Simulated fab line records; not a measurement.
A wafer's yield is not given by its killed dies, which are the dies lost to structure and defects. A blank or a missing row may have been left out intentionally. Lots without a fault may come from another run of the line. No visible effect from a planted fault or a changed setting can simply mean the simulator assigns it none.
Which tool was responsible? ; flow nand_harc ; 36 wafers from 12 lots sampled at 6 of the route's 1302 steps

## WHAT THE GAUGES SHOWED, per wafer
NHARC_P_GATE_INSPECT_68.
lot;measured;on;raw_defect_count
L807;day 6 01:58;defect_inspect-01;352 243 307
L809;day 6 13:02;defect_inspect-02;157 178 175
L811;day 7 15:24;defect_inspect-02;205 185 193
L815;day 9 04:09;defect_inspect-02;199 185 148
L816;day 9 08:21;defect_inspect-02;675 634 645
L819;day 10 18:08;defect_inspect-01;702 537 558
L824;day 13 02:26;defect_inspect-02;182 188 154
L825;day 13 08:38;defect_inspect-01;220 271 282
L826;day 13 20:32;defect_inspect-01;175 187 166
L827;day 14 12:50;defect_inspect-01;250 201 157
L829;day 15 05:59;defect_inspect-01;186 102 92
L830;day 15 09:18;defect_inspect-01;114 108 100

NHARC_P_CONTACT_CD_MEAS_12: the cd target is 90 nm.
lot;measured;on;cd_nm (nm)
L807;day 6 03:36;cd_sem-02;91.3 89.9 90.7
L809;day 6 14:31;cd_sem-01;90.1 89.8 89.6
L811;day 7 17:08;cd_sem-03;91.1 91.1 90.1
L815;day 9 05:45;cd_sem-03;90.7 89.9 90.6
L816;day 9 09:57;cd_sem-02;90.4 90.2 90.6
L819;day 10 19:37;cd_sem-03;89.7 89.9 90.4
L824;day 13 04:02;cd_sem-01;89.3 90.2 90.1
L825;day 13 10:15;cd_sem-01;90.4 90.4 89.9
L826;day 13 22:10;cd_sem-02;90.8 90.3 90.0
L827;day 14 14:27;cd_sem-01;89.9 89.6 90.6
L829;day 15 07:39;cd_sem-02;90.6 90.5 90.1
L830;day 15 10:55;cd_sem-01;91.0 90.5 90.1

NHARC_END_SORT_01.
lot;measured;on;killed_at_array;killed_at_other;killed_at_periphery;killed_dies;killed_open;killed_short
L816;day 27 19:41;prober-02;49 65 84;2 1 1;46 64 59;97 130 144;5 8 1;3 1 2
L819;day 29 16:53;prober-02;79 72 76;0 1 0;47 60 70;126 133 146;4 1 4;3 1 3

## WHICH TOOL RAN EACH LOT (tool, then ch and the chambers of the sampled wafers, then the start)
lot;NHARC_P_GATE_ETCH_114;NHARC_P_GATE_DESCUM_93;NHARC_P_GATE_RTA_64
L807;rie_diel-04 ch 0,2, day 5 07:00;rie_diel-04 ch 0,1,2, day 5 23:03;rtp_anneal-01 ch 0, day 6 00:42
L809;rie_diel-09 ch 0,2,3, day 5 19:00;rie_diel-09 ch 2,3, day 6 10:08;rtp_anneal-02 ch 0, day 6 11:47
L811;rie_diel-04 ch 1,2, day 6 21:00;rie_diel-10 ch 0,1,2, day 7 12:31;rtp_anneal-02 ch 0, day 7 14:13
L815;rie_diel-09 ch 1,2,3, day 8 10:04;rie_diel-04 ch 0,2,3, day 9 01:14;rtp_anneal-01 ch 0, day 9 02:53
L816;rie_diel-09 ch 0,1,3, day 8 14:00;rie_diel-04 ch 0,3, day 9 05:25;rtp_anneal-01 ch 0, day 9 07:04
L819;rie_diel-09 ch 0,1,2, day 10 00:00;rie_diel-10 ch 0,2,3, day 10 15:09;rtp_anneal-02 ch 0, day 10 16:50
L824;rie_diel-10 ch 1,2,3, day 12 08:00;rie_diel-04 ch 0,2,3, day 12 23:08;rtp_anneal-01 ch 0, day 13 00:49
L825;rie_diel-10 ch 0,2,3, day 12 12:00;rie_diel-10 ch 0,2,3, day 13 05:44;rtp_anneal-02 ch 0, day 13 07:23
L826;rie_diel-04 ch 2,3, day 13 02:00;rie_diel-09 ch 0,1,3, day 13 17:24;rtp_anneal-01 ch 0, day 13 19:16
L827;rie_diel-10 ch 1,2,3, day 13 18:00;rie_diel-10 ch 0,1,3, day 14 09:56;rtp_anneal-01 ch 0, day 14 11:35
L829;rie_diel-10 ch 0,1,2, day 14 12:00;rie_diel-10 ch 0,1, day 15 03:06;rtp_anneal-02 ch 0, day 15 04:44
L830;rie_diel-04 ch 0,1,2, day 14 13:00;rie_diel-04 ch 0,2,3, day 15 06:11;rtp_anneal-01 ch 0, day 15 08:05
- NHARC_P_GATE_ETCH_114: etches the open film in CF4/O2, target depth 30 nm, overetch 3 nm, time 16.5 s.
- NHARC_P_GATE_DESCUM_93: chemistry O2, time 3 s.
- NHARC_P_GATE_RTA_64: time 1 s.

## WHAT THE TOOLS THEMSELVES READ (means of the sampled wafers that have a number; where no wafer has one, the mark that the record gives instead)
NHARC_P_GATE_ETCH_114.
lot;tool;drypump_motor_current_A (A);oes_product_au (a.u.);rf_vpp_V (V);showerhead_plenum_p_Torr (Torr);throttle_valve_pct (%)
L807;rie_diel-04;6.6;1.005;196.4;1.27;13.399
L809;rie_diel-09;6.1;0.999;198.5;1.40;13.398
L811;rie_diel-04;5.9;1.015;197.5;1.32;13.400
L815;rie_diel-09;5.8;0.989;199.4;1.40;13.394
L816;rie_diel-09;5.9;0.995;199.7;1.39;13.394
L819;rie_diel-09;5.9;1.000;198.4;1.39;13.399
L824;rie_diel-10;5.5;1.002;198.1;1.37;13.397
L825;rie_diel-10;5.7;0.994;199.3;1.39;13.400
L826;rie_diel-04;5.8;0.998;197.6;1.33;13.399
L827;rie_diel-10;5.5;1.012;197.7;1.37;13.390
L829;rie_diel-10;5.6;0.996;197.8;1.35;13.397
L830;rie_diel-04;6.2;1.005;196.8;1.30;13.399

NHARC_P_GATE_DESCUM_93.
lot;tool;drypump_motor_current_A (A);oes_product_au (a.u.);rf_vpp_V (V);showerhead_plenum_p_Torr (Torr);throttle_valve_pct (%)
L807;rie_diel-04;6.3;1.006;57.4;1.86;11.310
L809;rie_diel-09;6.0;1.016;58.6;2.03;11.309
L811;rie_diel-10;5.6;0.988;57.8;1.94;11.301
L815;rie_diel-04;6.0;1.012;57.8;1.90;11.315
L816;rie_diel-04;5.5;1.006;58.3;1.98;11.318
L819;rie_diel-10;5.7;0.997;57.9;1.99;11.314
L824;rie_diel-04;6.0;0.997;58.4;1.90;11.311
L825;rie_diel-10;5.7;0.997;58.4;1.99;11.302
L826;rie_diel-09;5.8;0.997;58.5;1.99;11.320
L827;rie_diel-10;5.6;1.001;59.4;1.99;11.318
L829;rie_diel-10;5.5;0.998;57.3;1.94;11.305
L830;rie_diel-04;6.0;1.011;57.0;1.90;11.317

NHARC_P_GATE_RTA_64.
lot;tool;lamp_power_pct (%);wafer_temp_C_max
L807;rtp_anneal-01;42;1055.5
L809;rtp_anneal-02;30;1055.8
L811;rtp_anneal-02;30;1056.0
L815;rtp_anneal-01;42;1057.0
L816;rtp_anneal-01;42;1056.5
L819;rtp_anneal-02;30;1055.9
L824;rtp_anneal-01;42;1055.6
L825;rtp_anneal-02;30;1056.2
L826;rtp_anneal-01;42;1055.8
L827;rtp_anneal-01;42;1056.5
L829;rtp_anneal-02;30;1055.6
L830;rtp_anneal-01;42;1057.0

## THE ANSWER, worked out from the rows above alone
Rule: usual is defined by the lots themselves. The widest of any qualifying gaps counts: lots, ordered by their means at a reading, are off when they make up no more than a third of the lots, leave a main group of 4 or more, and stand apart from it by 3 or more times the standard deviation of that group's means. If all means in a main group match to the digits the tables above print for the reading, that group is not used. A lot without any number at a reading at which 4 lots or more have one is off too. Any other lot the step has rows for is counted as sound. Order of review: gauges by route order, followed by the tools' own readings, for which a lot's mean as printed above is used. At the first step where some lot is off, the reading lying furthest off is the one used; lots without a number count as furthest.
Off at NHARC_P_GATE_INSPECT_68 (raw_defect_count): L816, L819. The main group: mean 189, standard deviation 54.
A tool fits if, at a process step before that reading, it ran every lot that is off, and no sound lot after the first of them. Gauges at NHARC_P_GATE_INSPECT_68: tried the same way as those tools. One fits: NHARC_P_GATE_ETCH_114 on rie_diel-09. Its last sound lot is L815 (day 8 10:04), its first lot that is off L816 (day 8 14:00): a fault that began between those two fits.

## WHAT THE SIMULATOR PUT IN
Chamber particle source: rie_diel-09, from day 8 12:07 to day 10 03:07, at NHARC_P_GATE_ETCH_114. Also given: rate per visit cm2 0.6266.
Struck lots among those shown: L816, L819. Same finding as the rule above.
